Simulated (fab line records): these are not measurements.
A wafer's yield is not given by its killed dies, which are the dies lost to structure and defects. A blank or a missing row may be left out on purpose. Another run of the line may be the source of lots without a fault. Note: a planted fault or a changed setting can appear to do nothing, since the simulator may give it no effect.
Split-lot experiment | flow n5-finfet | 21 wafers read from 7 lots, route of 1938 steps

THE SPLIT ITSELF
At N5_BEOL_M4_COAT_22 (resist thk 30 nm), the setting spin-rpm was moved away from the recipe's 1500 rpm on 6 of the 21 wafers read, by -5.9% to +6.8%. The other wafers ran this setting at the recipe's value.

FROM THE SPLIT TO THE READING: what the file shows between them, 4 steps
- N5_BEOL_M4_EBR_24
- N5_BEOL_M4_SOFTBAKE_23: time 60 s
- N5_BEOL_M4_EXPOSE_25: exposes mask V3, defocus 5 nm
- N5_BEOL_M4_PEB_26: peb time 60 s

THE READING
CAR-EUV_of_BEOL_M4_COAT_22.thk-nm (the simulator's own value, which no gauge read), in nm, at N5_BEOL_M4_DEVELOP_27 (develop time 30 s). The file does not state a usual value for it.

wafer  | tool, chamber at the split | spin-rpm as run, rpm | against the recipe | CAR-EUV_of_BEOL_M4_COAT_22.thk-nm, nm | against lot-mates on the recipe
L075.1 | litho-track-05, 0          | 1500                 | recipe             | 29.6                                  | -
L075.2 | litho-track-05, 0          | 1500                 | recipe             | 29.6                                  | -
L075.3 | litho-track-05, 0          | 1500                 | recipe             | 29.6                                  | -
L076.3 | litho-track-05, 0          | 1500                 | recipe             | 29.6                                  | -
L076.4 | litho-track-05, 0          | 1500                 | recipe             | 29.6                                  | -
L076.6 | litho-track-05, 0          | 1500                 | recipe             | 29.6                                  | -
L081.1 | litho-track-01, 0          | 1602                 | +6.8%              | 28.8                                  | -0.8
L081.2 | litho-track-01, 0          | 1500                 | recipe             | 29.6                                  | -
L081.3 | litho-track-01, 0          | 1602                 | +6.8%              | 28.6                                  | -1.0
L083.1 | litho-track-02, 0          | 1500                 | recipe             | 29.6                                  | -
L083.2 | litho-track-02, 0          | 1500                 | recipe             | 29.6                                  | -
L083.3 | litho-track-02, 0          | 1500                 | recipe             | 29.6                                  | -
L086.3 | litho-track-02, 0          | 1500                 | recipe             | 29.6                                  | -
L086.4 | litho-track-02, 0          | 1500                 | recipe             | 29.6                                  | -
L086.6 | litho-track-02, 0          | 1500                 | recipe             | 29.6                                  | -
L089.1 | litho-track-01, 0          | 1411                 | -5.9%              | 30.6                                  | +1.0
L089.4 | litho-track-01, 0          | 1411                 | -5.9%              | 30.6                                  | +1.0
L089.3 | litho-track-01, 0          | 1500                 | recipe             | 29.6                                  | -
L090.4 | litho-track-05, 0          | 1500                 | recipe             | 29.6                                  | -
L090.5 | litho-track-05, 0          | 1594                 | +6.3%              | 28.6                                  | -1.0
L090.6 | litho-track-05, 0          | 1594                 | +6.3%              | 28.6                                  | -1.0

FIT RESULTS
A straight line over all 21 wafers: CAR-EUV_of_BEOL_M4_COAT_22.thk-nm changes by -0.153 nm for each +1% of spin-rpm; r = -0.99; the points scatter about the line by 0.062 nm.
The same after taking each lot's own level away (the mean of its wafers on the recipe; 21 wafers): -0.153 nm for each +1%; r = -0.99; scatter 0.062 nm.
The reading moves by 1 nm for the largest change in spin-rpm, on that fit.
The lots' own levels span 29.60 to 29.60 nm.
The two slopes agree, so the slope changes little with the lot-to-lot level.
Check: -1.08 nm against its lot-mates is what the line predicts for one of the wafers moved furthest among these (+6.8%) when that wafer is left out of the fit. It came out at -0.8 nm against them.

THESE WAFERS: OTHER SPLITS
Before the reading, these wafers also passed through other splits. Each is held against what the fit with the lots' levels taken away leaves over:
other split on the same wafers    | wafers away from the commonest value | r with CAR-EUV_of_BEOL_M4_COAT_22.thk-nm (lot level and that fit taken away)
N5_BEOL_M0_CUTY_EXPOSE_54 dose-mj | 6                                    | -0.23
N5_BEOL_M0_ETCH_109 bias-w        | 8                                    | -0.38
N5_BEOL_M1_CMP_52 down-force-psi  | 6                                    | +0.25
N5_BEOL_M2_COAT_61 spin-rpm       | 7                                    | -0.43
N5_BEOL_M2_COAT_62 spin-rpm       | 6                                    | +0.67
N5_BEOL_M2_SPUTTER_86 time-s      | 8                                    | -0.03
N5_BEOL_M3_EXPOSE_25 dose-mj      | 6                                    | +0.24
N5_BEOL_M4_COAT_67 spin-rpm       | 7                                    | +0.51

THE WHOLE CHAIN: every reading that the file lists as answering this split, in the file's order
step                  | what it does      | reading                                                                            | change (the file's fit)               | r (the file's)
N5_BEOL_M4_COAT_22    | resist thk 30 nm  | CAR-EUV_of_BEOL_M4_COAT_22.thk-nm (the simulator's own value, which no gauge read) | -0.158 nm for each +1% of the setting | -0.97
N5_BEOL_M4_DEVELOP_27 | develop time 30 s | CAR-EUV_of_BEOL_M4_COAT_22.thk-nm (the simulator's own value, which no gauge read) | -0.152 nm for each +1% of the setting | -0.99

FILE'S OWN FIT
CAR-EUV_of_BEOL_M4_COAT_22.thk-nm changes by -0.152 nm for each +1% of spin-rpm, r = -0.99.
